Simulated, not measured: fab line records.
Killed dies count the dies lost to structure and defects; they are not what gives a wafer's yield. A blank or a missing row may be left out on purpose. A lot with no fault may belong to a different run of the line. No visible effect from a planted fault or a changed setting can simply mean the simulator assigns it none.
A single fault, viewed from 2 desks || flow nand-harc || numbers are kept per desk, each desk with only its own; the story behind them comes last

## TOOL OWNER'S DESK, rie-diel-11
The tool's own readings at NHARC_P_CONTACT_STRIP_28 (strips in O2): means of the sampled wafers that have a number, for each lot that ran on this tool. If a lot's mean is further than 4 standard deviations from the usual mean, the lot is out of limits and carries the mark OUT (the distance appears in the brackets).
Columns: A = chamber-pressure-mTorr at NHARC_P_CONTACT_STRIP_28, usual 60.00 mTorr; B = drypump-motor-current-A at NHARC_P_CONTACT_STRIP_28, usual 5.6 A; C = mfc-ar-sccm at NHARC_P_CONTACT_STRIP_28, usual 0.006 sccm; D = oes-product-au at NHARC_P_CONTACT_STRIP_28, usual 1.003 a.u.; E = rf-vpp-V at NHARC_P_CONTACT_STRIP_28, usual 57.6 V; F = showerhead-plenum-p-Torr at NHARC_P_CONTACT_STRIP_28, usual 3.48 Torr; G = throttle-valve-pct at NHARC_P_CONTACT_STRIP_28, usual 17.036 %
{"lot": "L892", "first seen here": "day 6 19:52", "A": 59.99, "B": 5.8, "C": 0.010, "D": 0.995, "E": 58.6, "F": 3.52, "G": 17.038}
{"lot": "L894", "first seen here": "day 7 16:30", "A": 59.94, "B": 6.1, "C": 0.005, "D": 1.000, "E": 58.2, "F": 3.55, "G": 17.042}
{"lot": "L897", "first seen here": "day 8 23:58", "A": 59.98, "B": 5.8, "C": 0.010, "D": 0.999, "E": 58.1, "F": 3.52, "G": 17.038}
{"lot": "L907", "first seen here": "day 13 00:10", "A": 59.96, "B": 6.1, "C": 0.011, "D": 0.991, "E": 58.6, "F": 3.62, "G": 17.030}
{"lot": "L909", "first seen here": "day 13 22:32", "A": 59.98, "B": 6.1, "C": 0.005, "D": 0.994, "E": 57.8, "F": 3.54, "G": 17.034}
{"lot": "L911", "first seen here": "day 14 15:54", "A": 60.02, "B": 5.7, "C": 0.007, "D": 0.996, "E": 57.5, "F": 3.41, "G": 17.043}
This desk found nothing out of limits on any of the 6 lots.

## AT THE METROLOGY DESK
Lot by lot, what the gauges showed, no matter which tool ran the lot: averages of those sampled wafers that carry a number. If a lot's mean is further than 4 standard deviations from the usual mean, the lot is out of limits and carries the mark OUT (the distance appears in the brackets).
Columns: A = thk-nm at NHARC_A_BONDPAD_THK_MEAS_20, usual 169.7 nm
{"lot": "L891", "first seen here": "day 23 15:28", "A": 166.6}
{"lot": "L892", "first seen here": "day 24 00:02", "A": 168.6}
{"lot": "L894", "first seen here": "day 24 16:36", "A": 169.3}
{"lot": "L896", "first seen here": "day 25 06:59", "A": 169.9}
{"lot": "L895", "first seen here": "day 25 19:02", "A": 168.4}
{"lot": "L897", "first seen here": "day 26 17:33", "A": 169.4}
{"lot": "L898", "first seen here": "day 26 22:38", "A": 170.1}
{"lot": "L899", "first seen here": "day 27 05:23", "A": 171.7}
{"lot": "L904", "first seen here": "day 28 20:35", "A": 169.7}
{"lot": "L907", "first seen here": "day 29 11:04", "A": 170.0}
{"lot": "L909", "first seen here": "day 31 00:29", "A": 170.5}
{"lot": "L911", "first seen here": "day 31 12:42", "A": 167.7}
This desk found nothing out of limits on any of the 12 lots.

## TAKEN TOGETHER
Nothing out of limits was seen by the tool owner's desk.
At the metrology desk, nothing out of limits was observed.

## WHAT THE SIMULATOR HAD PUT IN
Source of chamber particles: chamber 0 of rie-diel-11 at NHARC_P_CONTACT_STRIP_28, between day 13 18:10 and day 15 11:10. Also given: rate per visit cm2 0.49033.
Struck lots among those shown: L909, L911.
